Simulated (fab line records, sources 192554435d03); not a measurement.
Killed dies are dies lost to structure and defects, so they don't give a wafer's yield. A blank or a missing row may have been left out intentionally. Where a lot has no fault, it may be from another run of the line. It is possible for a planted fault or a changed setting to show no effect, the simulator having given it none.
fab line records ; flow n5-finfet
[record] lots = 7; wafers = 39
route steps=1938 shown WELL_APT@24 DUMMY_GATE@220 HKMG_FIN@435
start-h: hours from the record's first day to the start of the lot's first wafer shown ; wait-h: how many hours have passed since the lot's step before this one ; " as in the row above ; L1.1+2: a row that stands for several wafers ; - no value present, or no start provided ; * or withheld: withheld ; < > ~ a bound
route shown NAME@n: names a module that has steps shown in the file, with the first one's number in the route ; usual: the fault-free wafers' mean and standard deviation ; same: alike in all rows ; chamber/n: place in a boat ; sites: per-site readings ; _std_site: the values' standard deviation ; _edge_site: outer sites' mean less inner sites' ; radius-mm: how far each site lies from the wafer's centre ; mask NAME#n: copy n ; behind: the last tool/chamber to shape the wafer ; hold: the reason the lot was held/the length of the hold in hours/how it ended ; device: the n, p or np transistor that did not switch ; end of line: the tests these same wafers got at the end of their route ; a step given without rows: its recipe and nothing more ; killed: the dies lost at the first sort to structure and to defects; this is not the yield of the wafer ; map: shows each die of a wafer: x if killed, . if not, _ if none is there
set.NAME: the setting that was run; set.NAME@STEP: the one run at that earlier step ; model.NAME: the simulator's own value behind a step, which no gauge read
lots whose settings were changed on purpose; a table a step, a row a wafer
[[steps]]
[step N5_WELL_APT_EXPOSE_05]
[recipe] mask-id = NWELL; na = 0.8; source-shape = conventional; sigma-outer = 0.8; polarization = unpolarized; defocus-nm = 0; target-cd-nm = 200; dose-mj = 20.3
lot.wafer;tool;chamber;start-h;wait-h;mask;set.dose-mj
L075.1+2+3+4+5+6;krf-scanner-02;0;19.94;-;NWELL#0;20.3
L076.1+2+3+4+5+6;krf-scanner-01;0;25.51;-;NWELL#0;20.3
L079.1+2+3;krf-scanner-01;0;43.51;-;NWELL#0;21.86
L079.4+5+6;krf-scanner-01;0;43.51;-;NWELL#0;20.3
L080.1+3+4;krf-scanner-01;0;49.57;-;NWELL#0;20.3
L080.2+5+6;krf-scanner-01;0;49.57;-;NWELL#0;21.03
L089.1+2+3+4+5+6;krf-scanner-02;0;103.39;-;NWELL#0;20.3
L090.1+3+4;krf-scanner-01;0;109.64;-;NWELL#0;20.3
L090.2+5+6;krf-scanner-01;0;109.64;-;NWELL#0;20.82
L095.2+3+6;krf-scanner-02;0;139.65;-;NWELL#0;20.3
[step N5_WELL_APT_PEB_06]
[recipe] peb-temp-c = 130; peb-time-s = 90
[step N5_WELL_APT_DEVELOP_07]
[recipe] develop-time-s = 45; rinse-liquid = surfactant-rinse; dry = air-spin; dev-temp-c = 21
[step N5_WELL_APT_HARDBAKE_12]
[recipe] temp-c = 130; time-s = 120
[step N5_WELL_APT_CD_MEAS_08]
[recipe] target-cd-nm = 200; landing-energy-ev = 500; detector = se-inlens
[usual] cd-nm = 200.4/1.8
lot.wafer;tool;chamber;start-h;wait-h;set.dose-mj@WELL_APT_EXPOSE_05;cd-nm
L075.1;cd-sem-03;0;20.11;-;20.3;202.3
L075.2;cd-sem-03;0;20.11;-;20.3;198.1
L075.3;cd-sem-03;0;20.11;-;20.3;198.0
L075.4;cd-sem-03;0;20.11;-;20.3;198.8
L075.5;cd-sem-03;0;20.11;-;20.3;200.4
L075.6;cd-sem-03;0;20.11;-;20.3;199.2
L076.1;cd-sem-01;0;25.68;-;20.3;199.2
L076.2;cd-sem-01;0;25.68;-;20.3;197.4
L076.3;cd-sem-01;0;25.68;-;20.3;198.5
L076.4;cd-sem-01;0;25.68;-;20.3;200.6
L076.5;cd-sem-01;0;25.68;-;20.3;203.1
L076.6;cd-sem-01;0;25.68;-;20.3;202.1
L079.1;cd-sem-01;0;43.68;-;21.86;214.0
L079.2;cd-sem-01;0;43.68;-;21.86;215.5
L079.3;cd-sem-01;0;43.68;-;21.86;214.3
L079.4;cd-sem-01;0;43.68;-;20.3;203.3
L079.5;cd-sem-01;0;43.68;-;20.3;201.8
L079.6;cd-sem-01;0;43.68;-;20.3;203.8
L080.1;cd-sem-01;0;49.75;-;20.3;203.2
L080.2;cd-sem-01;0;49.75;-;21.03;205.1
L080.3;cd-sem-01;0;49.75;-;20.3;198.6
L080.4;cd-sem-01;0;49.75;-;20.3;199.2
L080.5;cd-sem-01;0;49.75;-;21.03;205.4
L080.6;cd-sem-01;0;49.75;-;21.03;203.7
L089.1;cd-sem-02;0;103.56;-;20.3;199.7
L089.2;cd-sem-02;0;103.56;-;20.3;201.5
L089.3;cd-sem-02;0;103.56;-;20.3;199.7
L089.4;cd-sem-02;0;103.56;-;20.3;198.8
L089.5;cd-sem-02;0;103.56;-;20.3;199.8
L089.6;cd-sem-02;0;103.56;-;20.3;202.5
L090.1;cd-sem-03;0;109.81;-;20.3;200.2
L090.2;cd-sem-03;0;109.81;-;20.82;204.6
L090.3;cd-sem-03;0;109.81;-;20.3;202.8
L090.4;cd-sem-03;0;109.81;-;20.3;202.1
L090.5;cd-sem-03;0;109.81;-;20.82;205.8
L090.6;cd-sem-03;0;109.81;-;20.82;203.0
L095.2;cd-sem-03;0;139.82;-;20.3;199.1
L095.3;cd-sem-03;0;139.82;-;20.3;200.8
L095.6;cd-sem-03;0;139.82;-;20.3;199.4
[step N5_WELL_APT_DESCUM_13]
[recipe] chemistry = O2; time-s = 7.9; source-power-w = 50; bias-power-w = 20; pressure-mtorr = 20; rf-frequency-hz = 2.712e+07; temp-c = 40; o2-flow-sccm = 225
lot.wafer;tool;chamber;start-h;wait-h;set.dose-mj@WELL_APT_EXPOSE_05;model.WELL_APT.cd-nm
L075.1;rie-diel-04;1;20.21;0.1;20.3;202.1
L075.2;rie-diel-04;0;20.21;0.1;20.3;197.7
L075.3;rie-diel-04;2;20.21;0.1;20.3;197.9
L075.4;rie-diel-04;3;20.21;0.1;20.3;198.7
L075.5;rie-diel-04;0;20.21;0.1;20.3;200.1
L075.6;rie-diel-04;1;20.21;0.1;20.3;199.2
L076.1;rie-diel-06;1;25.82;0.1;20.3;199.2
L076.2;rie-diel-06;0;25.82;0.1;20.3;197.3
L076.3;rie-diel-06;2;25.82;0.1;20.3;198.8
L076.4;rie-diel-06;3;25.82;0.1;20.3;200.5
L076.5;rie-diel-06;0;25.82;0.1;20.3;203
L076.6;rie-diel-06;3;25.82;0.1;20.3;201.9
L079.1;rie-diel-04;1;43.77;0.0;21.86;213.9
L079.2;rie-diel-04;2;43.77;0.0;21.86;215.9
L079.3;rie-diel-04;0;43.77;0.0;21.86;214
L079.4;rie-diel-04;3;43.77;0.0;20.3;203
L079.5;rie-diel-04;2;43.77;0.0;20.3;202
L079.6;rie-diel-04;3;43.77;0.0;20.3;203.7
L080.1;rie-diel-06;2;49.83;0.0;20.3;203
L080.2;rie-diel-06;1;49.83;0.0;21.03;205
L080.3;rie-diel-06;3;49.83;0.0;20.3;198.3
L080.4;rie-diel-06;0;49.83;0.0;20.3;199.1
L080.5;rie-diel-06;2;49.83;0.0;21.03;205.6
L080.6;rie-diel-06;1;49.83;0.0;21.03;203.8
L089.1;rie-diel-05;0;103.73;0.1;20.3;199.8
L089.2;rie-diel-05;2;103.73;0.1;20.3;201.7
L089.3;rie-diel-05;3;103.73;0.1;20.3;200.3
L089.4;rie-diel-05;1;103.73;0.1;20.3;199
L089.5;rie-diel-05;1;103.73;0.1;20.3;200
L089.6;rie-diel-05;2;103.73;0.1;20.3;202.7
L090.1;rie-diel-04;1;109.90;0.0;20.3;200.4
L090.2;rie-diel-04;0;109.90;0.0;20.82;204.7
L090.3;rie-diel-04;3;109.90;0.0;20.3;203
L090.4;rie-diel-04;2;109.90;0.0;20.3;201.9
L090.5;rie-diel-04;1;109.90;0.0;20.82;205.9
L090.6;rie-diel-04;0;109.90;0.0;20.82;202.7
L095.2;rie-diel-05;1;139.90;0.0;20.3;199.3
L095.3;rie-diel-05;2;139.90;0.0;20.3;200.7
L095.6;rie-diel-05;1;139.90;0.0;20.3;199.5
[step N5_DUMMY_GATE_HM_DEP_06]
[recipe] material = SiNx; target-thk-a = 800; precursor = DCS/NH3; temp-c = 700; pressure-mtorr = 300; time-s = 5141
lot.wafer;tool;chamber;start-h;wait-h;set.target-thk-a;model.SiNx_of_DUMMY_GATE_HM_DEP_06.thk-nm
L075.1;-;-;-;0.0;899.7;90.4
L075.2;-;-;-;0.0;899.7;90
L075.3;-;-;-;0.0;899.7;89.8
L075.4+6;-;-;-;0.0;899.7;89.6
L075.5;-;-;-;0.0;899.7;89.2
L076.1+2;-;-;-;0.0;800;78.8
L076.3+4;-;-;-;0.0;800;79.4
L076.5;-;-;-;0.0;800;79.8
L076.6;-;-;-;0.0;800;78.6
L079.1+6;-;-;-;0.0;716.4;71.6
L079.2+4+5;-;-;-;0.0;716.4;72.2
L079.3;-;-;-;0.0;716.4;72
L080.1;-;-;-;0.0;800;79.6
L080.2;-;-;-;0.0;800;79.4
L080.3+5+6;-;-;-;0.0;800;79
L080.4;-;-;-;0.0;800;78.8
L089.1;-;-;-;0.0;800;79.6
L089.2+4;-;-;-;0.0;800;80.2
L089.3+5;-;-;-;0.0;800;79.8
L089.6;-;-;-;0.0;800;80.6
L090.1;-;-;-;0.0;743.3;74.6
L090.2+3;-;-;-;0.0;743.3;74.4
L090.4;-;-;-;0.0;743.3;73.6
L090.5;-;-;-;0.0;743.3;74.2
L090.6;-;-;-;0.0;743.3;73.8
L095.2;lpcvd-02;0/20;167.56;0.0;800;79.6
L095.3;lpcvd-02;0/25;167.56;0.0;800;79.8
L095.6;lpcvd-02;0/39;167.56;0.0;800;79.4
[step N5_DUMMY_GATE_ETCH_32]
[recipe] chemistry = CF4; target = SiO2; target-depth-a = 35; time-s = 3.9; ion-energy-ev = 350; pressure-mtorr = 10; icp-w = 800; bias-w = 400; cf4-flow-sccm = 80
lot.wafer;tool;chamber;start-h;wait-h;set.time-s;model.etch.depth-nm
L075.1;rie-si-01;0;53.35;0.1;3.548;3.295
L075.2;rie-si-01;2;53.35;0.1;3.548;3.282
L075.3;rie-si-01;1;53.35;0.1;3.548;3.072
L075.4;rie-si-01;3;53.35;0.1;3.9;3.642
L075.5;rie-si-01;1;53.35;0.1;3.9;3.385
L075.6;rie-si-01;2;53.35;0.1;3.9;3.637
L076.1;rie-si-02;1;59.67;0.1;3.9;3.435
L076.2;rie-si-02;3;59.67;0.1;3.9;3.255
L076.3;rie-si-02;0;59.67;0.1;4.686;4.016
L076.4;rie-si-02;2;59.67;0.1;3.9;3.634
L076.5;rie-si-02;3;59.67;0.1;4.686;3.887
L076.6;rie-si-02;0;59.67;0.1;4.686;4.048
L079.1;rie-si-01;1;79.49;0.1;3.9;3.389
L079.2;rie-si-01;0;79.49;0.1;4.475;4.101
L079.3;rie-si-01;3;79.49;0.1;4.475;4.14
L079.4;rie-si-01;1;79.49;0.1;3.9;3.36
L079.5;rie-si-01;0;79.49;0.1;4.475;4.112
L079.6;rie-si-01;3;79.49;0.1;3.9;3.606
L080.1;rie-si-04;3;87.16;0.1;3.3;3.051
L080.2;rie-si-04;2;87.16;0.1;3.9;3.592
L080.3;rie-si-04;1;87.16;0.1;3.9;3.442
L080.4;rie-si-04;0;87.16;0.1;3.3;2.923
L080.5;rie-si-04;0;87.16;0.1;3.3;2.924
L080.6;rie-si-04;3;87.16;0.1;3.9;3.622
L089.1;rie-si-02;3;137.77;0.1;3.9;3.295
L089.2;rie-si-02;0;137.77;0.1;3.9;3.43
L089.3;rie-si-02;1;137.77;0.1;3.9;3.489
L089.4;rie-si-02;0;137.77;0.1;3.9;3.396
L089.5;rie-si-02;1;137.77;0.1;3.9;3.483
L089.6;rie-si-02;3;137.77;0.1;3.9;3.314
L090.1;rie-si-02;3;142.52;0.1;4.214;3.536
L090.2;rie-si-02;0;142.52;0.1;4.214;3.655
L090.3;rie-si-02;2;142.52;0.1;4.214;3.904
L090.4;rie-si-02;1;142.52;0.1;3.9;3.452
L090.5;rie-si-02;0;142.52;0.1;3.9;3.372
L090.6;rie-si-02;3;142.52;0.1;3.9;3.297
L095.2;rie-si-02;2;172.80;0.1;3.9;3.664
L095.3;rie-si-02;1;172.80;0.1;3.9;3.443
L095.6;rie-si-02;0;172.80;0.1;3.9;3.422
[step N5_HKMG_FIN_ETCH_32]
[recipe] chemistry = N2/H2; target = SOC; target-depth-a = 2400; temp-c = 40; time-s = 300; ion-energy-ev = 200; mask-material = SiARC; pressure-mtorr = 30; source-w = 840; bias-w = 150; n2-flow-sccm = 200; h2-flow-sccm = 200
[usual] rf-vpp-V = 523.9/2.8
lot.wafer;tool;chamber;start-h;wait-h;set.bias-w;rf-vpp-V;model.etch.depth-nm;model.HKMG_FIN.feature-depth-nm;model.SiARC_of_HKMG_FIN_COAT_30.thk-nm
L075.1;rie-diel-06;2;81.02;0.0;135.9;496.5;225.8;225.8;23
L075.2;rie-diel-06;0;81.02;0.0;150;525.3;238.5;238.6;21.6
L075.3;rie-diel-06;1;81.02;0.0;135.9;492.9;228;228;23.4
L075.4;rie-diel-06;3;81.02;0.0;135.9;493.1;230.1;230;22.4
L075.5;rie-diel-06;1;81.02;0.0;150;524.1;242.5;242.4;21.6
L075.6;rie-diel-06;2;81.02;0.0;150;528.4;235.5;235.4;21.4
L076.1;rie-diel-06;3;86.02;0.0;150;522.9;238.2;238.2;21
L076.2;rie-diel-06;0;86.02;0.0;150;523.5;238.7;238.8;21.6
L076.3;rie-diel-06;2;86.02;0.0;150;528.6;236.9;237;21.2
L076.4;rie-diel-06;1;86.02;0.0;136.1;492.2;225.4;225.4;23.2
L076.5;rie-diel-06;2;86.02;0.0;136.1;496.8;224.9;224.8;22.8
L076.6;rie-diel-06;1;86.02;0.0;136.1;491.8;226.4;226.4;23.4
L079.1;rie-diel-06;0;108.11;0.0;150;522.7;240;240;21.4
L079.2;rie-diel-06;3;108.11;0.0;130.6;480.4;223.9;224;23
L079.3;rie-diel-06;2;108.11;0.0;150;526.8;239.2;239.2;21
L079.4;rie-diel-06;1;108.11;0.0;130.6;479.9;220.7;220.6;24
L079.5;rie-diel-06;3;108.11;0.0;150;525.9;240.5;240.6;20.6
L079.6;rie-diel-06;2;108.11;0.0;130.6;484.5;220.3;220.2;23.6
L080.1;rie-diel-05;3;115.22;0.0;123.5;465.2;219.1;219.2;24
L080.2;rie-diel-05;2;115.22;0.0;150;524.5;239;239;21.4
L080.3;rie-diel-05;0;115.22;0.0;150;518.9;252.4;252.4;20.2
L080.4;rie-diel-05;1;115.22;0.0;150;518.6;247.3;247.4;20.6
L080.5;rie-diel-05;0;115.22;0.0;123.5;459.3;228.2;228.2;23.6
L080.6;rie-diel-05;1;115.22;0.0;123.5;460.1;223.8;223.8;24
L089.1;rie-diel-04;3;165.73;0.0;137.2;492.0;224.3;224.2;22.6
L089.2;rie-diel-04;0;165.73;0.0;150;527.9;241.7;241.8;20.6
L089.3;rie-diel-04;1;165.73;0.0;150;525.3;248.2;248.2;20.8
L089.4;rie-diel-04;0;165.73;0.0;137.2;497.8;230.5;230.4;22.2
L089.5;rie-diel-04;3;165.73;0.0;137.2;492.9;223.4;223.4;22.8
L089.6;rie-diel-04;1;165.73;0.0;150;525.7;247.6;247.6;20.8
L090.1;rie-diel-04;1;170.10;0.0;174.9;581.7;266.6;266.6;18.2
L090.2;rie-diel-04;3;170.10;0.0;150;521.4;234.5;234.6;21.4
L090.3;rie-diel-04;0;170.10;0.0;174.9;581.1;262.5;262.6;18
L090.4;rie-diel-04;0;170.10;0.0;150;525.4;243.8;243.8;20.6
L090.5;rie-diel-04;1;170.10;0.0;150;527.1;248.3;248.2;21
L090.6;rie-diel-04;3;170.10;0.0;174.9;575.4;254.6;254.6;18.6
L095.2;rie-diel-05;3;199.99;0.0;150;525.0;252.4;252.4;20
L095.3;rie-diel-05;0;199.99;0.0;150;520.3;251.1;251.2;20.4
L095.6;rie-diel-05;1;199.99;0.0;150;528.2;251;251;20.6
[[key]]
[split] step = N5_WELL_APT_EXPOSE_05; setting = dose-mj; stated = 20.3; by = wafer
[response] step = N5_WELL_APT_CD_MEAS_08; reading = cd-nm; change = +1.43; per = 1%; r = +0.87
[response] step = N5_WELL_APT_DESCUM_13; reading = model.WELL_APT.cd-nm; change = +1.44; per = 1%; r = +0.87
[split] step = N5_DUMMY_GATE_HM_DEP_06; setting = target-thk-a; stated = 800; by = lot
[response] step = N5_DUMMY_GATE_HM_DEP_06; reading = model.SiNx_of_DUMMY_GATE_HM_DEP_06.thk-nm; change = +0.78; per = 1%; r = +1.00
[split] step = N5_DUMMY_GATE_ETCH_32; setting = time-s; stated = 3.9; by = wafer
[response] step = N5_DUMMY_GATE_ETCH_32; reading = model.etch.depth-nm; change = +0.0352; per = 1%; r = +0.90
[split] step = N5_HKMG_FIN_ETCH_32; setting = bias-w; stated = 150; by = wafer
[response] step = N5_HKMG_FIN_ETCH_32; reading = rf-vpp-V; change = +3.37; per = 1%; r = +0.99
[response] step = N5_HKMG_FIN_ETCH_32; reading = model.etch.depth-nm; change = +1.33; per = 1%; r = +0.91
[response] step = N5_HKMG_FIN_ETCH_32; reading = model.HKMG_FIN.feature-depth-nm; change = +1.34; per = 1%; r = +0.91
[response] step = N5_HKMG_FIN_ETCH_32; reading = model.SiARC_of_HKMG_FIN_COAT_30.thk-nm; change = -0.179; per = 1%; r = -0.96
